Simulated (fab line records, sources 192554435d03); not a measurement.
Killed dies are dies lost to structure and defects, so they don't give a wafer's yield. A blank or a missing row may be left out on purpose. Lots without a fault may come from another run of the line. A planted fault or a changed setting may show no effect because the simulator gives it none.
A struck lot beside a sound one | flow n5_finfet | 37 steps out of a route of 1938
Sound: wafers L105.1, L105.5, L105.6. Struck: wafers L111.1, L111.4, L111.6. The cause comes at the end.
At each step with rows: each side's tool, then ch and its chambers, then its first start. Under that, the readings that differ: sound wafers | struck wafers | difference of the means | sigmas: that difference in standard deviations of wafers without a fault.
alike: readings whose means differ by less than 2 such deviations, and words and numbers that are the same on both sides. not compared: withheld readings, readings that some wafer has no value for, bounds like >300 that may hide the same value, and numbers for which the record gives no deviation and whose values overlap.
The two part at a step that has a row with sigmas, a row that says differs or no value, or rows on one side only. Numbers that don't overlap but have no deviation are shown without sigmas and don't part them. A reading that every wafer of one side lacks parts them only if that side has two wafers or more.

first, 9 steps without rows for these wafers: N5_BEOL_M4_ANNEAL_95 (time 240 s); N5_BEOL_M4_SPUTTER_96 (material Cu, target thk 4.5 nm, time 8.29 s); N5_BEOL_M4_ECD_50 (material Cu, target thk 300 nm); N5_BEOL_M4_ANNEAL_51 (time 90 s); N5_BEOL_M4_CMP_52 (polishes, stops on SiOC, t overpolish 6.8 s, target thk 40 nm); N5_BEOL_M4_PRE_CLEAN_60 (time 15 s); N5_BEOL_M4_CO_CAP_55 (material Co, precursor CCTBA/H2, target thk 2 nm, time 102.1 s); N5_BEOL_M4_PRE_CLEAN_56 (time 15 s); N5_BEOL_M4_DEP_57 (deposits SiCN from 3MS/NH3, target thk 8 nm, time 14 s).
N5_BEOL_M4_RC_MEAS_101:
  sound on prober-01 ch 0, day 8 06:11; struck on prober-01 ch 0, day 9 09:08
  reading       | sound          | struck         | difference | sigmas
  DIBL_N (mV/V) | 35.8 37.5 38.0 | 33.2 35.0 33.6 | -3.2       | -2
  SS_N (mV/dec) | 71.2 71.5 72.0 | 70.8 70.1 70.3 | -1.2       | -2
  alike: DIBL_P, IOFF_N, IOFF_P, ION_N, ION_P, SS_P, VT_N, VT_P
then, 24 steps without rows for these wafers: N5_BEOL_M5_ILD_DEP_00 (deposits SiCOH lowk from DEMS/porogen, target thk 140.64 nm, time 25.9 s); N5_BEOL_M5_CURE_79 (cures SiCOH lowk, time 240 s); N5_BEOL_M5_PECVD_70 (deposits SiO2 from TEOS/O2, target thk 16 nm, time 18 s); N5_BEOL_M5_HM_DEP_02 (deposits TiN, target thk 20 nm); N5_BEOL_M5_COAT_59 (time 60 s, resist thk 60 nm); N5_BEOL_M5_COAT_60 (time 60 s, resist thk 12 nm); N5_BEOL_M5_COAT_71 (time 60 s, resist thk 5 nm); N5_BEOL_M5_COAT_05 (resist thk 30 nm); N5_BEOL_M5_EBR_07; N5_BEOL_M5_SOFTBAKE_06 (time 60 s); N5_BEOL_M5_EXPOSE_08 (exposes mask M5, target cd 28 nm); N5_BEOL_M5_PEB_09 (peb time 60 s); N5_BEOL_M5_DEVELOP_10 (develop time 30 s); N5_BEOL_M5_DESCUM_16 (chemistry O2, time 7 s); N5_BEOL_M5_ETCH_72 (etches underlayer in N2/H2, target depth 6.5 nm, time 5.2 s); N5_BEOL_M5_ETCH_61 (etches SiARC in CF4, target depth 15.6 nm, time 26 s); N5_BEOL_M5_ETCH_62 (etches SOC in N2/H2, target depth 75 nm, overetch 15 nm, time 112.5 s); N5_BEOL_M5_STRIP_63 (strips in N2/H2); N5_BEOL_M5_STRIP_73 (strips in N2/H2); N5_BEOL_M5_STRIP_64 (strips in CF4); N5_BEOL_M5_HM_OPEN_17 (chemistry Cl2/BCl3, target TiN, target depth 20 nm, overetch 6 nm); N5_BEOL_M5_STRIP_19 (strips in O2); N5_BEOL_M5_COAT_65 (time 60 s, resist thk 60 nm); N5_BEOL_M5_COAT_66 (time 60 s, resist thk 12 nm).
N5_BEOL_M7_ECD_50: material Cu, target thk 300 nm.
  sound on ecd_cu-01 ch 0,1, day 9 07:31; struck on ecd_cu-01 ch 0,1, day 10 14:50
N5_BEOL_M7_CMP_52: polishes, stops on SiCOH lowk, t overpolish 6.9 s, target thk 80 nm.
  sound on cmp-04 ch 1,2, day 9 07:56; struck on cmp-02 ch 0,2,3, day 10 15:13
  reading                | sound    | struck | difference | sigmas
  time_to_endpoint_s (s) | 62 64 64 | 0 3 2  | -62        | -18
  alike: motor_current_A, platen_rpm
-- the record jumps here: 3 days lie between the struck wafers' starts before and after (it left off in module BEOL_M7 and takes up again in module PASSIVATION, whose first step shown is number 1936 of the route) --
N5_PASSIVATION_PROBE_49:
  sound on prober-01, day 12 09:41; struck on prober-02, day 13 23:56
  reading                  | sound          | struck         | difference | sigmas
  defect_limited_yield (%) | 91.5 89.4 89.2 | 0 0 0          | -90        | -56
  killed_at_M4_up          | 13 27 22       | 1092 1090 1089 | +1070      | +99 or more
  killed_dies              | 100 125 128    | 1180 1180 1180 | +1062      | +56
  killed_on_rim            | 7 17 16        | 152 152 152    | +139       | +35
  sort_bin_5_function (%)  | 4.8 6.3 6.6    | 96.9 95.8 96.3 | +90.4      | +90
  sort_n_pass              | 1080 1055 1052 | 0 0 0          | -1062      | -56
  sort_yield_pct (%)       | 91.5 89.4 89.2 | 0 0 0          | -90        | -56
  alike: killed_at_M0_to_M3, killed_at_contacts, killed_at_front_end, killed_at_other, killed_open, killed_short, sort_bin_6_memory

WHERE THEY PART
First at N5_BEOL_M4_RC_MEAS_101; last, within this record, at N5_PASSIVATION_PROBE_49.

WHY: what the simulator had put in
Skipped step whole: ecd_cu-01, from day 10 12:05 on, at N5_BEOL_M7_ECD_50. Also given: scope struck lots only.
